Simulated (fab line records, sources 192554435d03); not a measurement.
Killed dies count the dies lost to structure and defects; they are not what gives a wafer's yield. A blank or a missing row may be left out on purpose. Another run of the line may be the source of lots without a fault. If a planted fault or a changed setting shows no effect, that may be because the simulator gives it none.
Which tool was responsible? | flow n5Finfet | 24 lots, 72 wafers sampled, at 6 steps of a route of 1938

== WHAT THE GAUGES READ, wafer by wafer ==
N5_FIN_SAQP_OVL_MEAS_17. Usual: FIN_CORE_OVL typically reads 0.1 nm, with standard deviation 0.73.
lot  | measured    | on         | FIN_CORE_OVL (nm) | flag
L074 | day 1 21:09 | overlay-02 | -1.2 0.7 0.5      | 
L075 | day 2 03:40 | overlay-01 | -0.5 0.9 1.2      | 
L076 | day 2 09:53 | overlay-02 | -0.2 -0.4 1.1     | 
L077 | day 2 16:05 | overlay-02 | 0.6 0.4 -0.1      | 
L078 | day 2 22:35 | overlay-02 | 0.1 1.1 1.0       | 
L079 | day 3 03:19 | overlay-02 | -0.3 -1.7 -0.5    | 
L080 | day 3 09:29 | overlay-02 | 0.4 -0.7 -0.4     | 
L081 | day 3 17:36 | overlay-01 | 0.4 0.1 -0.3      | 
L082 | day 4 01:35 | overlay-02 | -0.5 -0.8 0.1     | 
L083 | day 4 04:13 | overlay-02 | -1.2 -1.1 -1.0    | 
L084 | day 4 09:40 | overlay-01 | -1.0 -0.9 0.2     | 
L085 | day 4 16:24 | overlay-02 | -0.7 0.0 -0.6     | 
L086 | day 4 21:46 | overlay-01 | -1.1 -0.4 0.7     | 
L087 | day 5 04:28 | overlay-01 | 0.9 -0.1 0.8      | 
L088 | day 5 09:23 | overlay-01 | 0.3 1.1 -0.2      | 
L089 | day 5 15:38 | overlay-01 | -0.3 -1.1 0.3     | 
L090 | day 5 21:42 | overlay-01 | 0.0 0.0 0.9       | 
L091 | day 6 03:28 | overlay-02 | -0.6 -0.5 0.3     | 
L092 | day 6 10:15 | overlay-01 | 0.5 0.8 0.9       | 
L093 | day 6 15:52 | overlay-01 | 1.7 -1.1 1.0      | 
L094 | day 7 02:01 | overlay-01 | -0.7 -0.5 0.1     | 
L095 | day 7 04:40 | overlay-01 | 1.5 0.3 0.6       | 
L096 | day 7 10:27 | overlay-01 | 0.1 -0.2 0.2      | 
L097 | day 7 16:28 | overlay-01 | 0.0 0.5 0.2       | 

N5_FIN_SAQP_CD_MEAS_37: target cd 8 nm. Usual: cdNm at 8.2 nm, with a standard deviation of 0.31.
lot  | measured    | on       | cdNm (nm)   | flag
L074 | day 2 02:16 | cdSem-03 | 7.9 8.0 7.4 | 
L075 | day 2 08:18 | cdSem-02 | 7.9 8.3 8.4 | 
L076 | day 2 14:29 | cdSem-03 | 7.8 8.3 8.0 | 
L077 | day 2 21:27 | cdSem-02 | 8.9 7.9 8.2 | 
L078 | day 3 04:06 | cdSem-02 | 8.3 8.7 7.6 | 
L079 | day 3 08:31 | cdSem-03 | 7.8 7.9 8.3 | 
L080 | day 3 19:49 | cdSem-01 | 8.5 8.3 8.0 | 
L081 | day 4 03:45 | cdSem-03 | 8.1 8.0 8.2 | 
L082 | day 4 06:53 | cdSem-02 | 8.3 8.5 8.5 | 
L083 | day 4 08:43 | cdSem-02 | 8.0 8.0 8.4 | 
L084 | day 4 14:11 | cdSem-02 | 7.9 8.1 7.9 | 
L085 | day 4 20:41 | cdSem-03 | 8.5 7.7 8.1 | 
L086 | day 5 03:08 | cdSem-03 | 8.1 8.4 8.1 | 
L087 | day 5 08:31 | cdSem-02 | 8.0 8.3 8.0 | 
L088 | day 5 13:53 | cdSem-03 | 8.5 8.1 8.2 | 
L089 | day 5 19:42 | cdSem-02 | 7.9 8.4 8.4 | 
L090 | day 6 01:46 | cdSem-01 | 8.1 8.0 8.3 | 
L091 | day 6 08:26 | cdSem-02 | 8.4 8.7 8.8 | 
L092 | day 6 14:20 | cdSem-02 | 7.7 8.2 8.3 | 
L093 | day 6 20:04 | cdSem-01 | 8.2 8.7 8.2 | 
L094 | day 7 07:01 | cdSem-01 | 8.1 7.6 7.8 | 
L095 | day 7 09:53 | cdSem-03 | 8.4 7.9 8.2 | 
L096 | day 7 15:26 | cdSem-01 | 8.2 8.4 8.7 | 
L097 | day 7 21:10 | cdSem-01 | 8.8 8.1 8.6 | 

== TOOL THAT RAN EACH LOT (tool first, then ch and the chambers of the sampled wafers, then the start) ==
lot  | N5_FIN_SAQP_PECVD_47           | N5_FIN_SAQP_HM_DEP_72          | N5_FIN_SAQP_ETCH_67              | N5_FIN_SAQP_STRIP_70
L074 | pecvd-04 ch 0,1, day 1 20:35   | pecvd-01 ch 0,2, day 1 20:47   | rieDiel-05 ch 2,3, day 2 00:56   | rieDiel-05 ch 2,3, day 2 00:59
L075 | pecvd-02 ch 0,1, day 2 02:55   | pecvd-04 ch 0,1, day 2 03:11   | rieDiel-01 ch 0,1,3, day 2 07:03 | rieDiel-01 ch 0,1,3, day 2 07:05
L076 | pecvd-01 ch 0,1, day 2 09:11   | pecvd-01 ch 0,1,2, day 2 09:24 | rieDiel-04 ch 2,3, day 2 13:09   | rieDiel-04 ch 2,3, day 2 13:11
L077 | pecvd-04 ch 1,2, day 2 15:26   | pecvd-02 ch 0,1, day 2 15:43   | rieDiel-01 ch 0,2,3, day 2 19:58 | rieDiel-01 ch 0,2,3, day 2 20:01
L078 | pecvd-01 ch 0,2, day 2 21:52   | pecvd-02 ch 0,1, day 2 22:04   | rieDiel-04 ch 0,3, day 3 02:48   | rieDiel-04 ch 0,3, day 3 02:50
L079 | pecvd-04 ch 0,1,2, day 3 02:37 | pecvd-01 ch 0,1, day 3 02:49   | rieDiel-04 ch 0,2,3, day 3 07:13 | rieDiel-04 ch 0,2,3, day 3 07:15
L080 | pecvd-01 ch 0,1, day 3 08:56   | pecvd-01 ch 1,2, day 3 09:08   | rieDiel-05 ch 0,1,3, day 3 16:16 | rieDiel-05 ch 0,1,3, day 3 16:19
L081 | pecvd-01 ch 0,1, day 3 16:53   | pecvd-04 ch 1,2, day 3 17:05   | rieDiel-05 ch 0,1, day 4 00:18   | rieDiel-05 ch 0,1, day 4 00:20
L082 | pecvd-02 ch 0,1,2, day 4 00:54 | pecvd-04 ch 0,1, day 4 01:07   | rieDiel-01 ch 0,1,2, day 4 05:25 | rieDiel-01 ch 0,1,2, day 4 05:28
L083 | pecvd-04 ch 0,2, day 4 03:31   | pecvd-04 ch 0,2, day 4 03:44   | rieDiel-04 ch 0,1,3, day 4 07:14 | rieDiel-04 ch 0,1,3, day 4 07:16
L084 | pecvd-02 ch 1,2, day 4 09:03   | pecvd-01 ch 0,1, day 4 09:16   | rieDiel-01 ch 0,2,3, day 4 12:38 | rieDiel-01 ch 0,2,3, day 4 12:40
L085 | pecvd-04 ch 0,1,2, day 4 15:41 | pecvd-01 ch 0,1, day 4 15:53   | rieDiel-04 ch 0,1,3, day 4 19:28 | rieDiel-04 ch 0,1,3, day 4 19:31
L086 | pecvd-01 ch 0,1, day 4 20:59   | pecvd-02 ch 1,2, day 4 21:16   | rieDiel-01 ch 0,1,3, day 5 00:55 | rieDiel-01 ch 0,1,3, day 5 00:58
L087 | pecvd-04 ch 0,1,2, day 5 03:46 | pecvd-02 ch 0,2, day 5 03:58   | rieDiel-05 ch 0,1,3, day 5 07:18 | rieDiel-05 ch 0,1,3, day 5 07:20
L088 | pecvd-02 ch 0,1,2, day 5 08:40 | pecvd-01 ch 1,2, day 5 08:54   | rieDiel-04 ch 0,1, day 5 12:37   | rieDiel-04 ch 0,1, day 5 12:40
L089 | pecvd-02 ch 0,2, day 5 15:02   | pecvd-01 ch 1,2, day 5 15:15   | rieDiel-01 ch 0,1,2, day 5 18:28 | rieDiel-01 ch 0,1,2, day 5 18:31
L090 | pecvd-02 ch 0,1,2, day 5 21:07 | pecvd-01 ch 1,2, day 5 21:19   | rieDiel-04 ch 0,1,3, day 6 00:32 | rieDiel-04 ch 0,1,3, day 6 00:35
L091 | pecvd-01 ch 1,2, day 6 02:49   | pecvd-01 ch 1,2, day 6 03:05   | rieDiel-05 ch 0,1,3, day 6 07:13 | rieDiel-05 ch 0,1,3, day 6 07:15
L092 | pecvd-01 ch 1,2, day 6 09:34   | pecvd-01 ch 0,2, day 6 09:46   | rieDiel-04 ch 2,3, day 6 13:07   | rieDiel-04 ch 2,3, day 6 13:09
L093 | pecvd-01 ch 0,1,2, day 6 15:10 | pecvd-02 ch 1,2, day 6 15:22   | rieDiel-05 ch 0,1,3, day 6 18:50 | rieDiel-05 ch 0,1,3, day 6 18:53
L094 | pecvd-04 ch 0,1, day 7 01:22   | pecvd-01 ch 1,2, day 7 01:39   | rieDiel-01 ch 0,1,3, day 7 05:13 | rieDiel-01 ch 0,1,3, day 7 05:16
L095 | pecvd-02 ch 0,2, day 7 03:59   | pecvd-04 ch 0,2, day 7 04:11   | rieDiel-04 ch 0,1,3, day 7 08:10 | rieDiel-04 ch 0,1,3, day 7 08:12
L096 | pecvd-01 ch 0,1,2, day 7 09:46 | pecvd-01 ch 0,2, day 7 09:58   | rieDiel-01 ch 0,2,3, day 7 14:05 | rieDiel-01 ch 0,2,3, day 7 14:08
L097 | pecvd-02 ch 1,2, day 7 15:52   | pecvd-01 ch 1,2, day 7 16:04   | rieDiel-04 ch 0,2,3, day 7 19:46 | rieDiel-04 ch 0,2,3, day 7 19:49
- N5_FIN_SAQP_PECVD_47: deposits a-Si from SiH4/He, target thk 45 nm, time 36.3 s.
- N5_FIN_SAQP_HM_DEP_72: deposits SiO2 from SiH4/N2O, target thk 12 nm, time 7.2 s.
- N5_FIN_SAQP_ETCH_67: etches SiNx in CH3F/O2, target depth 30 nm.
- N5_FIN_SAQP_STRIP_70: strips in N2/H2.

== AS READ BY THE TOOLS THEMSELVES (means over the sampled wafers that have a number; for cases with no such wafer, the mark the record gives instead) ==
N5_FIN_SAQP_PECVD_47. Usual: heaterPowerW 850 W, standard deviation 100; showerheadPlenumPTorr 5.65 Torr, standard deviation 0.053; throttleValvePct 18.1 %, standard deviation 1.2.
lot  | tool     | heaterPowerW (W) | showerheadPlenumPTorr (Torr) | throttleValvePct (%) | flag
L074 | pecvd-04 | 882              | 5.68                         | 19.4                 | 
L075 | pecvd-02 | 821              | 5.66                         | 18.0                 | 
L076 | pecvd-01 | 950              | 5.62                         | 18.8                 | 
L077 | pecvd-04 | 775              | 5.69                         | 19.0                 | 
L078 | pecvd-01 | 895              | 5.57                         | 18.5                 | 
L079 | pecvd-04 | 913              | 5.67                         | 18.4                 | 
L080 | pecvd-01 | 841              | 5.68                         | 18.8                 | 
L081 | pecvd-01 | 894              | 5.63                         | 19.0                 | 
L082 | pecvd-02 | 793              | 5.65                         | 17.5                 | 
L083 | pecvd-04 | 871              | 5.65                         | 17.5                 | 
L084 | pecvd-02 | 677              | 5.66                         | 16.9                 | 
L085 | pecvd-04 | 841              | 5.67                         | 18.3                 | 
L086 | pecvd-01 | 921              | 5.63                         | 19.0                 | 
L087 | pecvd-04 | 864              | 5.66                         | 18.2                 | 
L088 | pecvd-02 | 782              | 5.65                         | 17.5                 | 
L089 | pecvd-02 | 638              | 5.64                         | 16.8                 | 
L090 | pecvd-02 | 781              | 5.66                         | 17.6                 | 
L091 | pecvd-01 | 930              | 5.62                         | 17.6                 | 
L092 | pecvd-01 | 938              | 5.63                         | 17.5                 | 
L093 | pecvd-01 | 863              | 5.62                         | 18.2                 | 
L094 | pecvd-04 | 981              | 5.67                         | 18.6                 | 
L095 | pecvd-02 | 708              | 5.63                         | 16.8                 | 
L096 | pecvd-01 | 870              | 5.63                         | 18.2                 | 
L097 | pecvd-02 | 674              | 5.66                         | 17.1                 | 

N5_FIN_SAQP_HM_DEP_72. Usual: heaterPowerW 810 W, standard deviation 89; showerheadPlenumPTorr 8.09 Torr, standard deviation 0.16.
lot  | tool     | heaterPowerW (W) | showerheadPlenumPTorr (Torr) | flag
L074 | pecvd-01 | 787              | 7.88                         | 
L075 | pecvd-04 | 814              | 8.16                         | 
L076 | pecvd-01 | 884              | 8.03                         | 
L077 | pecvd-02 | 740              | 8.15                         | 
L078 | pecvd-02 | 768              | 8.16                         | 
L079 | pecvd-01 | 859              | 8.04                         | 
L080 | pecvd-01 | 891              | 8.03                         | 
L081 | pecvd-04 | 694              | 8.19                         | 
L082 | pecvd-04 | 826              | 8.17                         | 
L083 | pecvd-04 | 879              | 8.10                         | 
L084 | pecvd-01 | 815              | 8.04                         | 
L085 | pecvd-01 | 859              | 8.16                         | 
L086 | pecvd-02 | 730              | 8.17                         | 
L087 | pecvd-02 | 620              | 8.05                         | 
L088 | pecvd-01 | 819              | 8.17                         | 
L089 | pecvd-01 | 861              | 8.17                         | 
L090 | pecvd-01 | 831              | 8.03                         | 
L091 | pecvd-01 | 875              | 8.17                         | 
L092 | pecvd-01 | 775              | 7.90                         | 
L093 | pecvd-02 | 669              | 8.12                         | 
L094 | pecvd-01 | 784              | 8.02                         | 
L095 | pecvd-04 | 825              | 8.13                         | 
L096 | pecvd-01 | 826              | 7.89                         | 
L097 | pecvd-01 | 892              | 8.16                         | 

N5_FIN_SAQP_ETCH_67. Usual: O2_flow_sccm 19.99 sccm, standard deviation 0.059; chamberPressureMTorr 29.999 mTorr, standard deviation 0.028; drypumpMotorCurrentA 5.6 A, standard deviation 0.55; oesProductAu 0.78 a.u., standard deviation 0.084; rfVppV 299 V, standard deviation 8.8; showerheadPlenumPTorr 2.01 Torr, standard deviation 0.049; throttleValvePct 16.20 %, standard deviation 0.2.
lot  | tool       | O2_flow_sccm (sccm) | chamberPressureMTorr (mTorr) | drypumpMotorCurrentA (A) | oesProductAu (a.u.) | rfVppV (V) | showerheadPlenumPTorr (Torr) | throttleValvePct (%) | flag
L074 | rieDiel-05 | 19.93               | 30.013                       | 5.3                      | 0.76                | 304        | 2.02                         | 16.19                | 
L075 | rieDiel-01 | 20.04               | 30.016                       | 5.4                      | 0.81                | 299        | 2.03                         | 16.17                | 
L076 | rieDiel-04 | 19.99               | 29.999                       | 6.0                      | 0.76                | 292        | 2.06                         | 16.05                | 
L077 | rieDiel-01 | 20.00               | 30.018                       | 5.4                      | 0.80                | 296        | 1.97                         | 16.18                | 
L078 | rieDiel-04 | 19.95               | 30.025                       | 6.3                      | 0.74                | 289        | 2.04                         | 16.20                | 
L079 | rieDiel-04 | 19.94               | 29.973                       | 5.7                      | 0.74                | 297        | 2.03                         | 16.14                | 
L080 | rieDiel-05 | 20.00               | 29.978                       | 5.6                      | 0.81                | 297        | 1.99                         | 16.19                | 
L081 | rieDiel-05 | 20.01               | 29.998                       | 5.6                      | 0.85                | 293        | 2.00                         | 16.10                | 
L082 | rieDiel-01 | 20.04               | 30.017                       | 5.2                      | 0.74                | 302        | 2.01                         | 16.34                | 
L083 | rieDiel-04 | 19.97               | 29.991                       | 6.2                      | 0.81                | 298        | 2.04                         | 16.28                | 
L084 | rieDiel-01 | 19.96               | 30.014                       | 5.4                      | 0.78                | 296        | 1.96                         | 16.22                | 
L085 | rieDiel-04 | 19.96               | 29.958                       | 6.2                      | 0.80                | 297        | 2.04                         | 16.27                | 
L086 | rieDiel-01 | 20.03               | 29.975                       | 5.4                      | 0.79                | 298        | 2.02                         | 16.21                | 
L087 | rieDiel-05 | 19.98               | 30.005                       | 5.6                      | 0.79                | 297        | 1.99                         | 16.21                | 
L088 | rieDiel-04 | 19.99               | 30.020                       | 6.0                      | 0.78                | 302        | 2.02                         | 16.38                | 
L089 | rieDiel-01 | 19.98               | 30.013                       | 5.3                      | 0.73                | 301        | 2.00                         | 16.35                | 
L090 | rieDiel-04 | 20.04               | 30.005                       | 6.2                      | 0.79                | 297        | 2.04                         | 16.28                | 
L091 | rieDiel-05 | 20.01               | 30.008                       | 5.6                      | 0.90                | 297        | 1.99                         | 16.06                | 
L092 | rieDiel-04 | 19.98               | 30.023                       | 5.5                      | 0.74                | 300        | 2.03                         | 16.06                | 
L093 | rieDiel-05 | 19.97               | 29.995                       | 5.6                      | 0.88                | 297        | 1.99                         | 16.06                | 
L094 | rieDiel-01 | 20.01               | 29.997                       | 5.4                      | 0.77                | 298        | 2.02                         | 16.23                | 
L095 | rieDiel-04 | 20.01               | 30.022                       | 6.2                      | 0.77                | 297        | 2.03                         | 16.30                | 
L096 | rieDiel-01 | 20.02               | 29.970                       | 5.4                      | 0.76                | 297        | 1.96                         | 16.24                | 
L097 | rieDiel-04 | 19.97               | 30.033                       | 5.8                      | 0.71                | 296        | 2.02                         | 16.19                | 

N5_FIN_SAQP_STRIP_70. Usual: chamberPressureMTorr 50.00 mTorr, standard deviation 0.047; drypumpMotorCurrentA 5.6 A, standard deviation 0.55; oesProductAu 0.78 a.u., standard deviation 0.086; rfVppV 122.0 V, standard deviation 1; showerheadPlenumPTorr 3.37 Torr, standard deviation 0.097; throttleValvePct 18.6 %, standard deviation 0.37.
lot  | tool       | chamberPressureMTorr (mTorr) | drypumpMotorCurrentA (A) | oesProductAu (a.u.) | rfVppV (V) | showerheadPlenumPTorr (Torr) | throttleValvePct (%) | flag
L074 | rieDiel-05 | 50.01                        | 5.4                      | 0.75                | 121.5      | 3.35                         | 18.7                 | 
L075 | rieDiel-01 | 50.05                        | 5.4                      | 0.82                | 121.9      | 3.42                         | 18.8                 | 
L076 | rieDiel-04 | 50.02                        | 6.0                      | 0.77                | 121.8      | 3.45                         | 18.5                 | 
L077 | rieDiel-01 | 49.97                        | 5.4                      | 0.79                | 121.6      | 3.29                         | 18.4                 | 
L078 | rieDiel-04 | 49.98                        | 6.2                      | 0.73                | 122.2      | 3.41                         | 18.6                 | 
L079 | rieDiel-04 | 50.01                        | 5.7                      | 0.74                | 121.8      | 3.39                         | 18.5                 | 
L080 | rieDiel-05 | 49.97                        | 5.6                      | 0.82                | 121.5      | 3.34                         | 18.6                 | 
L081 | rieDiel-05 | 49.98                        | 5.7                      | 0.87                | 121.7      | 3.36                         | 18.3                 | 
L082 | rieDiel-01 | 50.02                        | 5.3                      | 0.73                | 122.2      | 3.37                         | 18.8                 | 
L083 | rieDiel-04 | 49.95                        | 6.2                      | 0.79                | 122.3      | 3.41                         | 18.7                 | 
L084 | rieDiel-01 | 49.95                        | 5.5                      | 0.77                | 121.0      | 3.29                         | 18.4                 | 
L085 | rieDiel-04 | 49.98                        | 6.2                      | 0.79                | 122.6      | 3.40                         | 18.7                 | 
L086 | rieDiel-01 | 49.97                        | 5.4                      | 0.80                | 122.2      | 3.41                         | 18.8                 | 
L087 | rieDiel-05 | 50.01                        | 5.6                      | 0.80                | 121.3      | 3.33                         | 18.7                 | 
L088 | rieDiel-04 | 49.99                        | 6.0                      | 0.77                | 121.0      | 3.34                         | 18.7                 | 
L089 | rieDiel-01 | 49.98                        | 5.3                      | 0.73                | 122.3      | 3.36                         | 18.8                 | 
L090 | rieDiel-04 | 50.00                        | 6.3                      | 0.77                | 122.8      | 3.40                         | 18.7                 | 
L091 | rieDiel-05 | 49.97                        | 5.6                      | 0.91                | 122.1      | 3.33                         | 18.5                 | 
L092 | rieDiel-04 | 49.98                        | 5.5                      | 0.74                | 122.8      | 3.40                         | 18.4                 | 
L093 | rieDiel-05 | 49.98                        | 5.7                      | 0.89                | 121.5      | 3.33                         | 18.5                 | 
L094 | rieDiel-01 | 50.05                        | 5.4                      | 0.78                | 121.6      | 3.40                         | 18.8                 | 
L095 | rieDiel-04 | 50.04                        | 6.3                      | 0.77                | 122.6      | 3.40                         | 18.7                 | 
L096 | rieDiel-01 | 49.97                        | 5.5                      | 0.76                | 120.5      | 3.28                         | 18.5                 | 
L097 | rieDiel-04 | 50.00                        | 5.7                      | 0.72                | 122.9      | 3.37                         | 18.5                 | 

== THE ANSWER, worked out from the rows above alone ==
Rule: a lot is off if the mean of its wafers that have a number lies more than 3 standard deviations from the usual mean. Also off: a lot with no number at a reading for which 4 or more lots have one. Any other lot the step has rows for is counted as sound. Order of review: gauges by route order, followed by the tools' own readings, for which a lot's mean as printed above is used. At the first step where some lot is off, the reading lying furthest off is the one used; lots without a number count as furthest.
Nothing can be told from this: no lot is off at any reading shown.

== WHAT HAD BEEN PUT IN BY THE SIMULATOR ==
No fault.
